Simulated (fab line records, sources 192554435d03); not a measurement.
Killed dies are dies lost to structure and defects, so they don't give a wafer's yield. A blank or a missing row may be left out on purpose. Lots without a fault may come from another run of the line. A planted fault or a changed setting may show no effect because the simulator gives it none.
Chamber matching | flow n5_finfet | N5_BEOL_M1_PRE_CLEAN_60 on cvd_co-02: 3 sister chambers
The step time 15 s. 6 wafers are shown with their chamber, then 12 later ones without.

WAFERS WITH THEIR CHAMBER
wafer  | chamber | heater_power_w (W)
L088.1 | 1       | 88
L088.3 | 0       | 73
L088.5 | 1       | 86
L091.1 | 2       | 86
L091.2 | 0       | 76
L091.4 | 2       | 85

WAFERS WITHOUT THEIR CHAMBER
wafer  | heater_power_w (W)
L090.1 | 86
L090.2 | 87
L090.4 | 74
L094.1 | 86
L094.3 | 71
L094.4 | 75
L097.2 | 74
L097.5 | 86
L097.6 | 87
L096.1 | 86
L096.5 | 86
L096.6 | 87

WHICH CHAMBER EACH WENT THROUGH
wafer  | from the rows above     | in truth
L090.1 | can't be placed: 2 or 1 | 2
L090.2 | can't be placed: 1 or 2 | 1
L090.4 | 0                       | 0
L094.1 | can't be placed: 2 or 1 | 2
L094.3 | 0                       | 0
L094.4 | 0                       | 0
L097.2 | 0                       | 0
L097.5 | can't be placed: 2 or 1 | 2
L097.6 | can't be placed: 1 or 2 | 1
L096.1 | can't be placed: 2 or 1 | 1
L096.5 | can't be placed: 2 or 1 | 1
L096.6 | can't be placed: 1 or 2 | 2
Placed correctly: 4 of 12. Can't be placed from these rows: 8 (the true chamber is among the candidates in 8). Placed wrongly: 0.
How it was worked out, from the rows above alone: a wafer's distance from a chamber is the root of the sum, over the readings, of the square of ((its reading less the chamber's mean) divided by the reading's scatter). The wafer belongs to the nearest chamber; if the next one is less than 2 further off, it can't be placed. A chamber's mean is the mean of its shown wafers. The scatter: the root of (the sum of the squares of (reading less its chamber's mean) over the shown wafers, divided by (wafers less chambers)).
